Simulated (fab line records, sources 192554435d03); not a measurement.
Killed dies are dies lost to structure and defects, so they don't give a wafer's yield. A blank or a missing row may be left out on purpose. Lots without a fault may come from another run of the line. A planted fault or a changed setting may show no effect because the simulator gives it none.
Problem report in the 8D (eight disciplines) form, filled by code | flow n5_finfet | the parts of the form that need people (team, actions taken, sign-off) are left out

1. THE PROBLEM
killed_at_M4_up at N5_PASSIVATION_PROBE_49 reads a mean of 93 on 6 wafers of 2 lots; wafers without a fault read 15 with a standard deviation of 5.6. That is +14 standard deviations from the usual mean.
First seen on wafer L667.1, day 16 11:33, on prober-01. The record holds 29 wafers of 11 lots with a number at this step. Rule for "out", or "out of limits": more than 4 standard deviations from the usual mean. The other wafers with a number count as sound.

2. WHAT IT IS AND WHAT IT IS NOT
question                    | is                     | is not
which readings at this step | killed_at_M4_up        | killed_at_M0_to_M3, killed_at_contacts, killed_at_front_end, killed_at_other, killed_open, killed_short, sort_bin_6_memory
which lots                  | L665, L667             | L652, L654, L655, L656, L659, L660, L661, L668, L669
which wafers of those lots  | all that have a number | -
read on which tools         | prober-01, prober-02   | -
when                        | from day 16 11:33      | up to then (18 sound wafers); but 5 sound wafers of L668, L669 came after

3. SUSPECTS, AND WHAT RULES EACH OUT
Counting: a tool at a process step up to the reading stays a suspect if it ran every lot that is out and no sound lot after the first of them.
- pvd_sputter-03 at N5_BEOL_M6_PRE_CLEAN_45 (time 30 s): kept. It ran every lot that is out, first L665 (day 12 21:54), and no sound lot after that; its last sound lot up to then is L656 (day 10 09:18).
Left after counting: pvd_sputter-03 at N5_BEOL_M6_PRE_CLEAN_45.

4. THE CAUSE (what the simulator had put in)
Chamber particle source: pvd_sputter-03, from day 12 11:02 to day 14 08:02, at N5_BEOL_M6_PRE_CLEAN_45. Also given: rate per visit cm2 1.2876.
Counting left only this tool.

5. THE CHAIN OF EFFECTS, in route order
Each row: a reading whose mean over the struck wafers that have a number lies more than 3 standard deviations from the usual. Only readings for which the record gives a usual standard deviation are gone through. hours: the time from each lot's start at the first step in this table that gives one to its start at this step, as a median over the lots. sigmas: the change in usual standard deviations.
hours | step                    | reading              | usual  | on struck wafers | change | sigmas
0     | N5_PASSIVATION_PROBE_49 | defect_limited_yield | 91.3 % | 84.8             | -6.5   | -4.6
0     | N5_PASSIVATION_PROBE_49 | killed_at_M4_up      | 15     | 93               | +78    | +14
0     | N5_PASSIVATION_PROBE_49 | killed_dies          | 103    | 179              | +76    | +4.5
0     | N5_PASSIVATION_PROBE_49 | killed_on_rim        | 13     | 28               | +15    | +3.8
0     | N5_PASSIVATION_PROBE_49 | sort_bin_5_function  | 5.1 %  | 9.2              | +4.1   | +4.3
0     | N5_PASSIVATION_PROBE_49 | sort_n_pass          | 1077   | 1001             | -76    | -4.5
0     | N5_PASSIVATION_PROBE_49 | sort_yield_pct       | 91.3 % | 84.8             | -6.5   | -4.3
The process steps in it:
- N5_PASSIVATION_PROBE_49

6. WHAT WOULD HAVE CAUGHT IT SOONER
In this record the first reading out of limits was taken at day 16 11:33, 97 hours after the fault began at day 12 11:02.
Of the tool readings at N5_BEOL_M6_PRE_CLEAN_45 for which the record gives a usual standard deviation, none was out on any struck wafer, so an alarm limit of 4 standard deviations on them would not have fired.
All the lots that are out (2) had begun N5_BEOL_M6_PRE_CLEAN_45 on pvd_sputter-03 by day 16 11:33. A hold on the tool at that time would have spared none of them.
